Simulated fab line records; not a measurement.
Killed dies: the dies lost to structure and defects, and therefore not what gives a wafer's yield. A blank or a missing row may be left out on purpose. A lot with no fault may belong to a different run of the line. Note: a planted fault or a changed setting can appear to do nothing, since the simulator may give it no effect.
Which of the tools did it?    flow n5-finfet    72 wafers from 24 lots sampled at 2 of the route's 1938 steps

== WHAT THE GAUGES SHOWED, per wafer ==
N5_MOL_CONTACT_COAG_THK_MEAS_29. Usual: for MD_CAP_THK the level is 17.92 nm and the standard deviation is 0.072.
lot   measured      on             MD_CAP_THK (nm)    flag
L074  day 5 02:53   film-metro-02  17.84 17.92 17.85  
L075  day 5 08:19   film-metro-02  17.88 18.02 17.95  
L076  day 5 11:59   film-metro-02  17.92 17.84 17.98  
L077  day 5 21:55   film-metro-01  17.80 17.89 17.85  
L078  day 6 00:34   film-metro-02  17.75 17.88 17.97  
L079  day 6 04:23   film-metro-01  17.96 17.99 17.92  
L080  day 6 19:55   film-metro-02  17.89 17.93 17.86  
L081  day 6 20:09   film-metro-01  17.90 17.88 17.88  
L082  day 7 02:05   film-metro-02  17.96 17.85 17.98  
L084  day 7 09:27   film-metro-02  17.76 17.88 17.99  
L083  day 7 10:49   film-metro-01  17.90 17.99 17.94  
L085  day 7 20:28   film-metro-02  17.90 17.96 18.01  
L086  day 8 01:41   film-metro-02  18.00 17.91 17.90  
L087  day 8 06:03   film-metro-01  17.97 17.94 17.86  
L088  day 8 20:13   film-metro-01  17.94 18.04 17.95  
L089  day 8 20:32   film-metro-01  17.92 17.96 17.95  
L090  day 9 00:15   film-metro-02  17.90 17.85 17.90  
L091  day 9 05:31   film-metro-01  17.77 17.97 17.88  
L092  day 9 11:58   film-metro-01  17.82 17.85 17.97  
L093  day 9 23:08   film-metro-01  17.89 17.88 17.88  
L094  day 10 05:18  film-metro-01  17.97 17.89 17.92  
L095  day 10 10:17  film-metro-02  17.86 18.00 17.95  
L096  day 11 05:11  film-metro-02  17.84 17.87 17.90  
L097  day 11 05:19  film-metro-01  17.83 17.85 17.83  

N5_MOL_CONTACT_COAG_OVL_MEAS_41. Usual: for VD_OVL the level is -0.2 nm and the standard deviation is 0.71.
lot   measured      on          VD_OVL (nm)     flag
L074  day 5 05:18   overlay-02  -0.3 -0.9 -1.2  
L075  day 5 10:43   overlay-02  -0.5 1.1 -0.1   
L076  day 5 14:26   overlay-01  -1.0 -0.7 -0.8  
L077  day 6 00:05   overlay-01  -0.2 -1.2 -0.7  
L078  day 6 03:29   overlay-01  -1.3 -1.2 -1.2  
L079  day 6 06:50   overlay-01  -0.3 -0.7 0.2   
L080  day 7 00:10   overlay-01  -0.2 0.0 -0.7   
L081  day 7 00:40   overlay-02  -1.3 -0.9 -0.8  
L082  day 7 04:34   overlay-01  0.0 -0.5 -0.1   
L084  day 7 12:02   overlay-02  1.2 0.7 1.6     
L083  day 7 13:21   overlay-01  0.1 0.5 -0.2    
L085  day 7 23:14   overlay-02  -0.3 -1.0 0.1   
L086  day 8 04:07   overlay-01  -0.3 -1.3 0.4   
L087  day 8 08:21   overlay-02  -1.3 0.1 -1.4   
L088  day 8 23:12   overlay-01  0.4 -0.8 -0.7   
L089  day 8 23:24   overlay-01  -0.9 -1.2 -1.8  
L090  day 9 02:43   overlay-01  0.2 0.8 -0.9    
L091  day 9 08:08   overlay-01  -0.6 -0.5 -1.4  
L092  day 9 14:26   overlay-01  -0.8 1.2 0.6    
L093  day 10 01:26  overlay-01  0.3 0.4 -0.3    
L094  day 10 07:53  overlay-02  -0.5 0.0 0.0    
L095  day 10 13:01  overlay-02  0.1 -0.1 0.2    
L096  day 11 07:32  overlay-02  1.1 -1.1 0.7    
L097  day 11 07:44  overlay-02  -0.3 -0.4 -0.1  

== EACH LOT AND THE TOOL THAT RAN IT (in order: tool; ch and the chambers of the sampled wafers; start) ==
There is no process step in the record ahead of these readings.

== AS READ BY THE TOOLS THEMSELVES (means over the sampled wafers that have a number; for cases with no such wafer, the mark the record gives instead) ==
The record holds no such reading with a usual standard deviation.

== THE ANSWER, worked out from the rows above alone ==
Rule: lot off if the mean of its wafers having a number is beyond 3 standard deviations from the usual mean. Also off: a lot with no number at a reading for which 4 or more lots have one. Where the step has rows for the other lots, those lots are counted as sound. After the gauges, taken in route order, come the tools' own readings; for these a lot's mean is taken, as printed above. The first step at which some lot is off is used, and at that step the reading that is off furthest; a lot without a number counts as furthest.
None of the lots is off at any reading shown; this tells nothing.

== WHAT HAD BEEN PUT IN BY THE SIMULATOR ==
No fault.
